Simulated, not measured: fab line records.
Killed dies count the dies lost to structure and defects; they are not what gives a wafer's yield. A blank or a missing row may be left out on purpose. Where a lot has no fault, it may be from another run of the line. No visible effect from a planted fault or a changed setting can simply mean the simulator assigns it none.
Matching of chambers :: flow n5Finfet :: 3 sister chambers for N5_BEOL_M0_PRE_CLEAN_131 on cvdCo-01
The step time 15 s. 3 wafers are shown with their chamber, then 12 later ones without.

## WAFERS PAIRED WITH THEIR CHAMBERS
wafer: L095.1
chamber: 2
heaterPowerW (W): 90

wafer: L095.2
chamber: 0
heaterPowerW (W): 72

wafer: L095.3
chamber: 1
heaterPowerW (W): 68

## WAFERS WITH NO CHAMBER GIVEN
wafer: L095.4
heaterPowerW (W): 72

wafer: L095.5
heaterPowerW (W): 69

wafer: L095.6
heaterPowerW (W): 88

wafer: L096.1
heaterPowerW (W): 67

wafer: L096.2
heaterPowerW (W): 87

wafer: L096.3
heaterPowerW (W): 69

wafer: L096.4
heaterPowerW (W): 74

wafer: L096.5
heaterPowerW (W): 68

wafer: L096.6
heaterPowerW (W): 90

wafer: L097.3
heaterPowerW (W): 67

wafer: L097.4
heaterPowerW (W): 68

wafer: L097.6
heaterPowerW (W): 88

## EACH ONE'S CHAMBER
wafer: L095.4
from the rows above: 0
in truth: 0

wafer: L095.5
from the rows above: can't be placed: 1 or 0
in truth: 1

wafer: L095.6
from the rows above: 2
in truth: 2

wafer: L096.1
from the rows above: 1
in truth: 1

wafer: L096.2
from the rows above: 2
in truth: 2

wafer: L096.3
from the rows above: can't be placed: 1 or 0
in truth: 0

wafer: L096.4
from the rows above: 0
in truth: 0

wafer: L096.5
from the rows above: 1
in truth: 1

wafer: L096.6
from the rows above: 2
in truth: 2

wafer: L097.3
from the rows above: 1
in truth: 1

wafer: L097.4
from the rows above: 1
in truth: 1

wafer: L097.6
from the rows above: 2
in truth: 2
Correct placement for 10 of the 12. Cannot be placed on the basis of these rows: 2; the candidates contain the true chamber in 2. Placed wrongly: 0.
How it was worked out, from the rows above alone: a wafer's distance from a chamber is the root of the sum, over the readings, of the square of ((its reading less the chamber's mean) divided by the reading's scatter). The wafer belongs to the nearest chamber; if the next one is less than 2 further off, it can't be placed. Each chamber's mean is taken over the wafers shown for it. The scatter: with one shown wafer a chamber, the root of the mean of the squares of how far each hidden wafer lies from its nearest shown one.
